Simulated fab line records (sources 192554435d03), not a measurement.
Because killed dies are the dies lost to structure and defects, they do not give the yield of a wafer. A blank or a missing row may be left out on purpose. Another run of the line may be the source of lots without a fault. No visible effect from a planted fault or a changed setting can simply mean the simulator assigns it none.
Chamber matching + flow n5_finfet + N5_HKMG_FIN_ALD_36 on ald_metal-04: 4 sister chambers
The step deposits TiN, target thk 1 nm, pulse time 1 s, purge time 3 s. 14 wafers are shown with their chamber, then 7 later ones without.

== WAFERS, EACH WITH ITS CHAMBER ==
| wafer  | chamber | heater_power_w (W) | precursor_pulse_height_rel |
|--------|---------|--------------------|----------------------------|
| L075.1 | 1       | 1032               | 0.987                      |
| L075.5 | 3       | 803                | 1.021                      |
| L075.6 | 0       | 1015               | 0.992                      |
| L077.4 | 0       | 965                | 1.004                      |
| L077.5 | 1       | 1046               | 0.977                      |
| L077.6 | 0       | 957                | 1.001                      |
| L083.2 | 0       | 957                | 0.975                      |
| L083.5 | 0       | 969                | 1.018                      |
| L083.6 | 1       | 1030               | 1.042                      |
| L084.1 | 0       | 945                | 1.025                      |
| L084.3 | 3       | 808                | 0.972                      |
| L084.4 | 1       | 1046               | 0.980                      |
| L085.1 | 2       | 884                | 0.997                      |
| L085.2 | 3       | 780                | 0.984                      |

SIGNATURES, as means of the wafers listed above
| reading                    | chamber 0 | chamber 1 | chamber 2 | chamber 3 | scatter within a chamber |
|----------------------------|-----------|-----------|-----------|-----------|--------------------------|
| heater_power_w             | 968.00    | 1038.50   | 884.00    | 797.00    | 19.1                     |
| precursor_pulse_height_rel | 1.00250   | 0.99650   | 0.99700   | 0.99233   | 0.0239                   |
Rule: a wafer's distance from a chamber is the root of the sum, over the readings, of the square of ((its reading less the chamber's mean) divided by the reading's scatter). If the next closest chamber is less than 2 further off than the closest, the wafer can't be placed; otherwise it belongs to the closest. The scatter is the square root of a quotient: the sum, over the shown wafers, of each reading's squared deviation from its chamber's mean, divided by wafers minus chambers.

== WAFERS MISSING THEIR CHAMBER ==
| wafer  | heater_power_w (W) | precursor_pulse_height_rel |
|--------|--------------------|----------------------------|
| L085.5 | 1044               | 1.007                      |
| L089.1 | 1044               | 0.996                      |
| L089.2 | 791                | 0.988                      |
| L089.6 | 892                | 0.999                      |
| L097.1 | 945                | 1.025                      |
| L097.4 | 796                | 1.020                      |
| L097.6 | 882                | 0.987                      |

== WHICH CHAMBER EACH ONE RAN IN ==
| wafer  | from the rows above     | in truth |
|--------|-------------------------|----------|
| L085.5 | 1                       | 1        |
| L089.1 | 1                       | 1        |
| L089.2 | 3                       | 3        |
| L089.6 | 2                       | 2        |
| L097.1 | can't be placed: 0 or 2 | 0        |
| L097.4 | 3                       | 3        |
| L097.6 | 2                       | 2        |
Placed correctly: 6 of 7. Cannot be placed on the basis of these rows: 1; the candidates contain the true chamber in 1. Placed wrongly: 0.
